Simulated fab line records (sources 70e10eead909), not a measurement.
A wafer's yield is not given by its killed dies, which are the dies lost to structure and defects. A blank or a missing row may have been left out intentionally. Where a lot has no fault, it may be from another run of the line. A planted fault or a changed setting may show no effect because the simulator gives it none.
Matching of chambers + flow nand-harc + NHARC_A_CONTACT_ETCH_90 on rie-diel-11: 4 sister chambers
The step etches the open film in CH3F/O2, target depth 40 nm, time 85.7 s. 24 wafers are shown with their chamber, then 12 later ones without.

## EACH WAFER AND ITS CHAMBER
| wafer  | chamber | drypump-motor-current-A (A) | rf-vpp-V (V) | mfc-ar-sccm (sccm) |
|--------|---------|-----------------------------|--------------|--------------------|
| L079.2 | 1       | 5.5                         | 246.8        | 201.1              |
| L079.3 | 0       | 5.6                         | 246.3        | 199.7              |
| L079.6 | 1       | 5.5                         | 244.9        | 201.5              |
| L077.3 | 1       | 5.6                         | 248.2        | 199.7              |
| L077.5 | 2       | 5.8                         | 242.0        | 200.1              |
| L077.6 | 3       | 5.8                         | 245.6        | 199.5              |
| L084.1 | 0       | 5.6                         | 245.8        | 199.7              |
| L084.5 | 1       | 5.6                         | 246.9        | 199.6              |
| L084.6 | 0       | 5.6                         | 245.6        | 199.2              |
| L086.2 | 3       | 5.8                         | 244.6        | 199.1              |
| L086.3 | 0       | 5.6                         | 245.7        | 201.0              |
| L086.5 | 2       | 5.8                         | 242.9        | 200.2              |
| L085.1 | 3       | 5.8                         | 243.8        | 200.2              |
| L085.5 | 0       | 5.6                         | 244.4        | 200.6              |
| L085.6 | 1       | 5.6                         | 246.8        | 200.0              |
| L087.2 | 0       | 5.6                         | 246.7        | 199.7              |
| L087.3 | 3       | 5.8                         | 243.2        | 200.4              |
| L087.5 | 0       | 5.6                         | 246.3        | 199.4              |
| L089.2 | 1       | 5.6                         | 245.9        | 200.5              |
| L089.3 | 3       | 5.8                         | 243.5        | 199.8              |
| L089.5 | 3       | 5.8                         | 243.2        | 199.6              |
| L088.2 | 0       | 5.6                         | 246.0        | 200.5              |
| L088.4 | 1       | 5.6                         | 246.6        | 200.6              |
| L088.5 | 3       | 5.8                         | 244.4        | 200.2              |

SIGNATURES (means of the wafers above)
| reading                 | chamber 0 | chamber 1 | chamber 2 | chamber 3 | scatter within a chamber |
|-------------------------|-----------|-----------|-----------|-----------|--------------------------|
| drypump-motor-current-A | 5.600     | 5.571     | 5.800     | 5.800     | 0.0267                   |
| rf-vpp-V                | 245.850   | 246.586   | 242.450   | 244.043   | 0.851                    |
| mfc-ar-sccm             | 199.975   | 200.429   | 200.150   | 199.829   | 0.6                      |
Rule: a wafer's distance from a chamber is the root of the sum, over the readings, of the square of ((its reading less the chamber's mean) divided by the reading's scatter). The wafer belongs to the nearest chamber; if the next one is less than 2 further off, it can't be placed. The scatter is the square root of a quotient: the sum, over the shown wafers, of each reading's squared deviation from its chamber's mean, divided by wafers minus chambers.

## WAFERS WITH NO CHAMBER GIVEN
| wafer  | drypump-motor-current-A (A) | rf-vpp-V (V) | mfc-ar-sccm (sccm) |
|--------|-----------------------------|--------------|--------------------|
| L094.1 | 5.8                         | 241.8        | 199.3              |
| L094.3 | 5.6                         | 246.4        | 200.0              |
| L094.5 | 5.6                         | 245.3        | 199.3              |
| L096.1 | 5.6                         | 246.6        | 200.5              |
| L096.2 | 5.8                         | 241.5        | 200.5              |
| L096.3 | 5.8                         | 244.0        | 200.6              |
| L095.3 | 5.8                         | 243.9        | 199.6              |
| L095.5 | 5.6                         | 244.6        | 200.0              |
| L095.6 | 5.8                         | 245.5        | 200.6              |
| L097.2 | 5.6                         | 245.2        | 200.1              |
| L097.3 | 5.8                         | 244.9        | 199.6              |
| L097.5 | 5.8                         | 242.3        | 199.8              |

## WHICH CHAMBER EACH ONE RAN IN
| wafer  | from the rows above     | in truth |
|--------|-------------------------|----------|
| L094.1 | can't be placed: 2 or 3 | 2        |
| L094.3 | can't be placed: 0 or 1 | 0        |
| L094.5 | can't be placed: 0 or 1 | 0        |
| L096.1 | can't be placed: 1 or 0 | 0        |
| L096.2 | can't be placed: 2 or 3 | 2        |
| L096.3 | can't be placed: 3 or 2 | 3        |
| L095.3 | can't be placed: 3 or 2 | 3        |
| L095.5 | can't be placed: 0 or 1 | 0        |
| L095.6 | can't be placed: 3 or 2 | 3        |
| L097.2 | can't be placed: 0 or 1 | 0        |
| L097.3 | can't be placed: 3 or 2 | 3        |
| L097.5 | can't be placed: 2 or 3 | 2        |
Placed correctly: 0 of 12. From these rows, 12 cannot be placed; in 12 the true chamber is one of the candidates. Wrongly placed: 0.
